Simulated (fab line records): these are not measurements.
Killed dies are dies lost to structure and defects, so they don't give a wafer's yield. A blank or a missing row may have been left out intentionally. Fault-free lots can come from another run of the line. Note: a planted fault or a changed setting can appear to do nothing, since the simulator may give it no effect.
Which of the tools did it? / flow n5 finfet / route of 1938 steps, sampled at 1 step: 12 lots, 36 wafers

WHAT THE GAUGES READ, wafer by wafer
N5_BEOL_M7_CD_MEAS_35: target cd 40 nm.
lot=L075; measured=day 9 09:47; on=cd sem-02; cd nm (nm)=39.8 39.6 40.3
lot=L078; measured=day 9 16:47; on=cd sem-02; cd nm (nm)=40.7 39.6 39.8
lot=L079; measured=day 10 15:29; on=cd sem-03; cd nm (nm)=40.2 40.4 39.5
lot=L081; measured=day 11 09:13; on=cd sem-03; cd nm (nm)=40.2 40.3 40.0
lot=L084; measured=day 12 09:00; on=cd sem-03; cd nm (nm)=39.4 39.5 39.5
lot=L082; measured=day 12 14:47; on=cd sem-01; cd nm (nm)=40.0 40.0 40.7
lot=L085; measured=day 13 00:43; on=cd sem-01; cd nm (nm)=40.0 39.4 39.8
lot=L089; measured=day 13 23:32; on=cd sem-03; cd nm (nm)=39.4 38.9 39.8
lot=L091; measured=day 14 02:05; on=cd sem-02; cd nm (nm)=40.0 40.6 39.8
lot=L093; measured=day 14 10:26; on=cd sem-03; cd nm (nm)=40.0 39.5 40.1
lot=L095; measured=day 14 16:26; on=cd sem-02; cd nm (nm)=39.4 39.5 39.8
lot=L097; measured=day 15 18:11; on=cd sem-01; cd nm (nm)=40.0 40.1 40.6

WHAT TOOL EACH LOT RAN ON (gives the tool, then ch and the chambers of the sampled wafers, and finally the start)
Record: no process step prior to these readings.

THE ANSWER, worked out from the rows above alone
Rule: what is usual is taken from the lots themselves. The widest of any qualifying gaps counts: lots, ordered by their means at a reading, are off when they make up no more than a third of the lots, leave a main group of 4 or more, and stand apart from it by 3 or more times the standard deviation of that group's means. If all means in a main group match to the digits the tables above print for the reading, that group is not used. A lot without any number at a reading at which 4 lots or more have one is off too. The other lots that the step has rows for count as sound.
Across all readings shown, no lot is off: no conclusion can be drawn from this.

WHAT THE SIMULATOR HAD PUT IN
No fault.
